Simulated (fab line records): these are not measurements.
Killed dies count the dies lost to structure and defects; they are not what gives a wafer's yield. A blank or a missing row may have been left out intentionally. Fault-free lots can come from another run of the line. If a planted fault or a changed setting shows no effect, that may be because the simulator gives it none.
Matching of chambers    flow nand_harc    rie_diel-11 running NHARC_A_STAIRCASE_STRIP_476: 4 sister chambers
The step strips in O2, time 20 s. 18 wafers are shown with their chamber, then 9 later ones without.

== WAFERS, EACH WITH ITS CHAMBER ==
wafer   chamber  showerhead_plenum_p_Torr (Torr)  drypump_motor_current_A (A)  chamber_pressure_mTorr (mTorr)
L078.1  0        3.33                             5.5                          60.06
L078.4  2        3.46                             5.7                          59.98
L078.5  1        3.57                             5.7                          59.97
L082.2  1        3.56                             5.7                          59.99
L082.4  3        3.45                             5.8                          59.95
L082.6  3        3.45                             5.8                          60.03
L080.1  1        3.56                             5.7                          59.95
L080.2  3        3.44                             5.8                          59.99
L080.4  2        3.45                             5.8                          59.95
L083.3  3        3.44                             5.7                          59.98
L083.5  2        3.45                             5.8                          59.97
L083.6  3        3.44                             5.7                          60.00
L087.4  1        3.55                             5.7                          59.86
L087.5  2        3.45                             5.8                          60.03
L087.6  3        3.44                             5.8                          59.97
L090.1  3        3.44                             5.7                          59.96
L090.2  2        3.45                             5.8                          60.07
L090.5  2        3.45                             5.8                          60.04

SIGNATURES (means of the wafers above)
reading                   chamber 0  chamber 1  chamber 2  chamber 3  scatter within a chamber
showerhead_plenum_p_Torr  3.3300     3.5600     3.4517     3.4429     0.00552
drypump_motor_current_A   5.500      5.700      5.783      5.757      0.0427
chamber_pressure_mTorr    60.0600    59.9425    60.0067    59.9829    0.0424
Rule: a wafer's distance from a chamber is the root of the sum, over the readings, of the square of ((its reading less the chamber's mean) divided by the reading's scatter). If the next closest chamber is less than 2 further off than the closest, the wafer can't be placed; otherwise it belongs to the closest. The scatter: the root of (the sum of the squares of (reading less its chamber's mean) over the shown wafers, divided by (wafers less chambers)).

== WAFERS WHOSE CHAMBER IS MISSING ==
wafer   showerhead_plenum_p_Torr (Torr)  drypump_motor_current_A (A)  chamber_pressure_mTorr (mTorr)
L093.1  3.55                             5.7                          60.02
L093.2  3.43                             5.7                          59.94
L093.5  3.44                             5.7                          60.04
L096.2  3.44                             5.8                          59.95
L096.5  3.31                             5.5                          60.01
L096.6  3.43                             5.8                          60.09
L095.1  3.31                             5.5                          59.92
L095.2  3.55                             5.7                          60.06
L095.6  3.44                             5.8                          59.96

== WHICH CHAMBER EACH ONE RAN IN ==
wafer   from the rows above      in truth
L093.1  1                        1
L093.2  can't be placed: 3 or 2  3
L093.5  can't be placed: 3 or 2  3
L096.2  can't be placed: 3 or 2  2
L096.5  0                        0
L096.6  can't be placed: 3 or 2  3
L095.1  0                        0
L095.2  1                        1
L095.6  can't be placed: 3 or 2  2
4 of 9 placed correctly. Unplaceable from these rows: 5, with the true chamber sitting among the candidates in 5. Wrongly placed: 0.
